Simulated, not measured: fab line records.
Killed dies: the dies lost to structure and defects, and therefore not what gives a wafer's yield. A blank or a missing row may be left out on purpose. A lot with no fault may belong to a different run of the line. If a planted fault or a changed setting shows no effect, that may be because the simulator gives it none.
Struck lot and sound lot, side by side    flow nand-harc    17 steps out of a route of 1159
Sound: these wafers, L300.2, L300.5, L300.6. Struck: wafers L314.4, L314.6 (left out: L314.5, a lot-mate that was not struck); the cause follows at the end.
Order at every step that has rows: each side's tool, ch and its chambers, its first start. Under that, the readings that differ: sound wafers    struck wafers    difference of the means    sigmas: that difference in standard deviations of wafers without a fault.
alike: a reading whose means differ by less than 2 such deviations, as well as words and numbers matching on both sides. not compared: withheld readings; readings where some wafer has no value; bounds like >300 that might hide an equal value; numbers whose values overlap and for which the record gives no deviation.
A row with sigmas, a row that says differs or no value, or rows on one side alone: a step with any of these is where the two part. When numbers do not overlap yet have no deviation, they are printed without sigmas and do not part them. A reading that every wafer of one side lacks parts them only if that side has two wafers or more.

NHARC_P_M2_INSPECT_11:
  sound on defect-inspect-01 at day 6 16:03; struck on defect-inspect-01 at day 10 10:51
  alike: raw-defect-count
then, 2 steps without rows for these wafers: NHARC_P_M2_DESCUM_14 (chemistry O2, time 3 s); NHARC_P_M2_ETCH_35 (etches the open film in N2/H2, target depth 40 nm, overetch 12 nm, time 43.94 s).
NHARC_P_M2_ETCH_15: etches the open film in C4F8/Ar, target depth 182.5 nm, time 91.2 s.
  sound: rie-diel-05 ch 0,3; struck: rie-diel-05 ch 2,3
  alike: bias-w, oes-product-au, rf-vpp-V
  not compared: rf-hours-counter-h
NHARC_P_M2_CD_MEAS_16:
  sound on cd-sem-03 at day 6 16:25; struck on cd-sem-02 at day 10 11:17
  alike: cd-nm
then, 3 steps without rows for these wafers: NHARC_P_M2_STRIP_18 (strips in N2/H2); NHARC_P_M2_ETCH_28 (etches the open film in CF4/N2, target depth 30 nm, time 72.99 s); NHARC_P_M2_STRIP_19 (strips in post etch residue remover, time 600 s).
NHARC_P_M2_DEGAS_29: time 60 s.
  sound on pvd-sputter-01 at day 6 17:08; struck on pvd-sputter-01 at day 10 12:04
  alike: heater-power-w
NHARC_P_M2_PRE_CLEAN_30: time 30 s.
  sound on pvd-sputter-01; struck on pvd-sputter-01
  alike: heater-power-w
NHARC_P_M2_PVD_20: deposits TaN, target thk 5 nm, time 8.06 s.
  sound on pvd-sputter-01; struck on pvd-sputter-01
  alike: throttle-valve-pct
then, 1 step without rows for these wafers: NHARC_P_M2_PVD_21 (deposits Cu, target thk 30 nm, time 20.49 s).
NHARC_P_M2_ECD_22: material Cu, target thk 400 nm.
  sound on ecd-cu-02 ch 0,1, day 6 17:32; struck on ecd-cu-02 ch 0,1, day 10 12:41
NHARC_P_M2_ANNEAL_31: time 90 s.
  sound on rtp-anneal-02 ch 0, day 6 17:55; struck on rtp-anneal-02 ch 0, day 10 13:05
  alike: wafer_temp_C_max
NHARC_P_M2_CMP_23: polishes, t overpolish 20 s, target thk 144.3 nm.
  sound on cmp-03 ch 0,2,3, day 6 18:16; struck on cmp-04 ch 0,3, day 10 13:17
reading                 sound     struck  difference  sigmas
time-to-endpoint-s (s)  22 25 25  51 52   +28         +9
  alike: motor-current-A, retaining-ring-pressure-frac
NHARC_P_M2_THK_MEAS_24: measures by xrf.
  sound on film-metro-01 at day 6 18:31; struck on film-metro-02 at day 10 13:36
  alike: thk-nm
following that, these wafers have no rows for 1 step: NHARC_END_SORT_01.

## WHERE THEY PART
At NHARC_P_M2_CMP_23 and nowhere else, as far as this record goes. Later steps at which nothing parts them and some readings are alike: NHARC_P_M2_THK_MEAS_24.

WHY: the cause the simulator had injected
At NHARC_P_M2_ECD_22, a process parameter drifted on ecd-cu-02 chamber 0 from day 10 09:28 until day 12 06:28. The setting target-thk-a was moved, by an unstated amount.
